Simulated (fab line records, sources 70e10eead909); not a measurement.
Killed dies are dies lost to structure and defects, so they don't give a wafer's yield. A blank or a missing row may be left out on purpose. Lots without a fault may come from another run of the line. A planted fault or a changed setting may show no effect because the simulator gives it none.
A struck lot beside a sound one | flow nand_harc | 15 steps out of a route of 1302
Sound: wafers L185.2, L185.5, L185.6. Struck: wafers L189.4, L189.5, L189.6. The cause comes at the end.
At each step with rows: each side's tool, then ch and its chambers, then its first start. Under that, the readings that differ: sound wafers | struck wafers | difference of the means | sigmas: that difference in standard deviations of wafers without a fault.
alike: readings whose means differ by less than 2 such deviations, and words and numbers that are the same on both sides. not compared: withheld readings, readings that some wafer has no value for, bounds like >300 that may hide the same value, and numbers for which the record gives no deviation and whose values overlap.
The two part at a step that has a row with sigmas, a row that says differs or no value, or rows on one side only. Numbers that don't overlap but have no deviation are shown without sigmas and don't part them. A reading that every wafer of one side lacks parts them only if that side has two wafers or more.

NHARC_A_CHANNEL_HOLE_D2_ETCH_19: etches the open film in C4F8/O2/Ar, time 34.5 s.
  sound on har_etch-01 ch 0,1, day 14 11:55; struck on har_etch-01 ch 0,1, day 15 13:54
  alike: bias_v, c4f8_flow_sccm, drypump_motor_current_A, showerhead_plenum_p_Torr, throttle_valve_pct
  not compared: rf_hours_counter_h
then, 1 step without rows for these wafers: NHARC_A_CHANNEL_HOLE_D2_ETCH_20 (etches the open film in C4F8/O2/Ar, time 361.9 s, target depth 1600 nm).
NHARC_A_CHANNEL_HOLE_D2_ETCH_21: etches the open film in C4F8/O2/Ar, time 514.3 s, target depth 1600 nm.
  sound on har_etch-01 ch 0,1, day 14 12:24; struck on har_etch-01 ch 0,1, day 15 14:30
  alike: c4f8_flow_sccm, chamber_pressure_mTorr, drypump_motor_current_A, showerhead_plenum_p_Torr, throttle_valve_pct
  not compared: rf_hours_counter_h
NHARC_A_CHANNEL_HOLE_D2_ETCH_22: etches the open film in C4F8/O2/Ar, time 666.7 s, target depth 1600 nm.
  sound on har_etch-01 ch 0,1, day 14 12:52; struck on har_etch-01 ch 0,1, day 15 15:00
  alike: c4f8_flow_sccm, chamber_pressure_mTorr, drypump_motor_current_A, showerhead_plenum_p_Torr, throttle_valve_pct
  not compared: rf_hours_counter_h
NHARC_A_CHANNEL_HOLE_D2_ETCH_23: etches the open film in C4F8/O2/Ar, time 819 s, target depth 1600 nm.
  sound on har_etch-01 ch 0,1, day 14 13:28; struck on har_etch-01 ch 0,1, day 15 15:38
  alike: c4f8_flow_sccm, chamber_pressure_mTorr, drypump_motor_current_A, showerhead_plenum_p_Torr, throttle_valve_pct
  not compared: rf_hours_counter_h
then, 7 steps without rows for these wafers: NHARC_A_CHANNEL_HOLE_D2_ETCH_24 (etches the open film in C4F8/O2/Ar, time 906.2 s, target depth 1500 nm); NHARC_A_CHANNEL_HOLE_D2_ETCH_25 (etches the open film in C4F8/O2/Ar, time 1040.2 s, target depth 1500 nm); NHARC_A_CHANNEL_HOLE_D2_ETCH_26 (etches the open film in C4F8/O2/Ar, time 224.1 s, target depth 300 nm); NHARC_A_CHANNEL_HOLE_D2_ETCH_27 (etches the open film in C4F8/O2/Ar, time 90 s, target depth 400 nm); NHARC_A_CHANNEL_HOLE_D2_STRIP_41 (strips in N2/H2); NHARC_A_CHANNEL_HOLE_D2_STRIP_42 (strips in CF4/CHF3); NHARC_A_CHANNEL_HOLE_D2_STRIP_43 (strips in O2/COS).
NHARC_A_CHANNEL_HOLE_D2_ETCH_44: etches the open film in CF4/O2, target depth 140 nm, overetch 14 nm, time 77 s.
  sound on rie_diel-01 ch 0,1,3, day 14 16:39; struck on rie_diel-01 ch 0,2,3, day 15 18:36
  no value came back on the struck wafers for any of 7 readings (bias_w (W), cf4_flow_sccm (sccm) and others); on the sound wafers bias_w (W) reads 99.78 100.14 100.63
  reading                            | sound             | struck            | difference | sigmas
  model.A_CHANNEL_HOLE_D2.cd_nm (nm) | 91.24 89.36 90.91 | 102.2 96.85 97.36 | +8.3       |
  not compared: rf_hours_counter_h
NHARC_A_CHANNEL_HOLE_D2_STRIP_28: strips in O2.
  sound on rie_diel-01 ch 0,1,2; struck on rie_diel-01 ch 0,1,2, day 15 18:47
  alike: drypump_motor_current_A, oes_product_au, rf_vpp_V, showerhead_plenum_p_Torr, throttle_valve_pct
  not compared: rf_hours_counter_h
-- the record jumps here: 11 days lie between the struck wafers' starts before and after (it left off in module A_CHANNEL_HOLE_D2 and takes up again in module END, whose first step shown is number 1302 of the route) --
NHARC_END_SORT_01:
  sound on prober-01 ch 0, day 25 21:49; struck on prober-01 ch 0, day 26 22:08
  reading         | sound    | struck                                                               | difference                   | sigmas
  hold            | - - -    | await_dispo/3.0h/scrap await_dispo/3.0h/scrap await_dispo/3.0h/scrap | no value on the sound wafers |
  killed_at_array | 43 49 46 | 674 675 672                                                          | +628                         | +37
  killed_dies     | 44 52 51 | 677 677 677                                                          | +628                         | +37
  alike: killed_at_other, killed_at_periphery, killed_open, killed_short

WHERE THEY PART
First at NHARC_A_CHANNEL_HOLE_D2_ETCH_44; last, within this record, at NHARC_END_SORT_01.

WHY: what the simulator had put in
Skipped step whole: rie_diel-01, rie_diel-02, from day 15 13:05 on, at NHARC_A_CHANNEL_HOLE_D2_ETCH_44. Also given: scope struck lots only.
